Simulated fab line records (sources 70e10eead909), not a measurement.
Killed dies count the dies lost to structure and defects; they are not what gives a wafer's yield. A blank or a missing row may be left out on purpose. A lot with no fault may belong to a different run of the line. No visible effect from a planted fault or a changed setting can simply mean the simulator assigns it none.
Struck lot and sound lot, side by side + flow nand_harc + 15 steps out of a route of 1302
Sound: these wafers, L771.1, L771.4, L771.5. Struck: wafer L760.5 (left out: L760.4, L760.6 of the same lot, which were not struck); the cause appears at the end.
Order at every step that has rows: each side's tool, ch and its chambers, its first start. Under that, the readings that differ: sound wafers + struck wafers + difference of the means + sigmas: that difference in standard deviations of wafers without a fault.
alike: same words and numbers on both sides, and readings whose means sit less than 2 such deviations apart. not compared: any withheld reading, any reading some wafer has no value for, any bound like >300 that may hide the same value, and any number with overlapping values for which the record gives no deviation.
The two part at a step that has a row with sigmas, a row that says differs or no value, or rows on one side only. Numbers that don't overlap but have no deviation are shown without sigmas and don't part them. A reading missing from all wafers of one side parts the sides only when that side holds two or more wafers.

first, 8 steps without rows for these wafers: NHARC_P_M0_HMDS_02 (time 30 s); NHARC_P_M0_COAT_33 (time 65 s); NHARC_P_M0_COAT_03 (resist thk 90 nm); NHARC_P_M0_SOFTBAKE_04 (time 55 s); NHARC_P_M0_EBR_05; NHARC_P_M0_EXPOSE_06 (exposes mask P M0, target cd 90 nm); NHARC_P_M0_PEB_07 (peb time 65 s); NHARC_P_M0_DEVELOP_08 (develop time 35 s).
NHARC_P_M0_CD_MEAS_09: target cd 90 nm.
  sound on cd_sem-02 ch 0, day 13 10:20; struck on cd_sem-01 ch 0, day 8 02:02
  alike: cd_nm
NHARC_P_M0_OVL_MEAS_10: pitch 180 nm.
  sound: overlay-01 at day 13 10:25; struck: overlay-02 at day 8 02:07
| reading           | sound        | struck | difference | sigmas |
|-------------------|--------------|--------|------------|--------|
| overlay_x_nm (nm) | -0.1 0.4 0.1 | -2.1   | -2.2       | -2     |
  alike: overlay_y_nm
NHARC_P_M0_INSPECT_11:
  sound: defect_inspect-01 at day 13 10:27; struck: defect_inspect-02 at day 8 02:09
  alike: raw_defect_count
NHARC_P_M0_DESCUM_14: chemistry O2, time 3 s.
  sound on rie_diel-04 ch 0,1,2, day 13 10:31; struck on rie_diel-04 ch 2, day 8 02:14
  alike: drypump_motor_current_A, oes_product_au, rf_vpp_V, showerhead_plenum_p_Torr, throttle_valve_pct
  not compared: rf_hours_counter_h
NHARC_P_M0_ETCH_34: etches the open film in N2/H2, target depth 40 nm, overetch 12 nm, time 43.94 s.
  sound on rie_diel-04 ch 0,3, day 13 10:36; struck on rie_diel-04 ch 1, day 8 02:19
| reading                         | sound             | struck | difference | sigmas |
|---------------------------------|-------------------|--------|------------|--------|
| oes_product_au (a.u.)           | 1.001 1.020 1.017 | 0.813  | -0.200     | -14    |
| rf_vpp_V (V)                    | 428.3 428.1 427.8 | 434.1  | +6.0       | +2     |
| showerhead_plenum_p_Torr (Torr) | 1.96 1.94 1.94    | 2.15   | +0.20      | +2     |
  alike: drypump_motor_current_A, throttle_valve_pct
  not compared: rf_hours_counter_h
NHARC_P_M0_ETCH_15: etches the open film in C4F8/Ar, target depth 150 nm, overetch 15 nm, time 82.5 s.
  sound: rie_diel-04 ch 2,3; struck: rie_diel-04 ch 0
  alike: oes_product_au, rf_vpp_V
  not compared: rf_hours_counter_h
-- record jumps: 18 days between struck wafers' starts before vs after; left off in module P_M0, resumes in module END, first step shown is number 1302 of the route --
NHARC_END_SORT_01:
  at this point the record logs the struck wafers (prober-01 ch 0, day 26 12:02) and has no rows for the sound ones

## WHERE THEY PART
First at NHARC_P_M0_OVL_MEAS_10; last, within this record, at NHARC_END_SORT_01.

WHY: what the simulator had put in
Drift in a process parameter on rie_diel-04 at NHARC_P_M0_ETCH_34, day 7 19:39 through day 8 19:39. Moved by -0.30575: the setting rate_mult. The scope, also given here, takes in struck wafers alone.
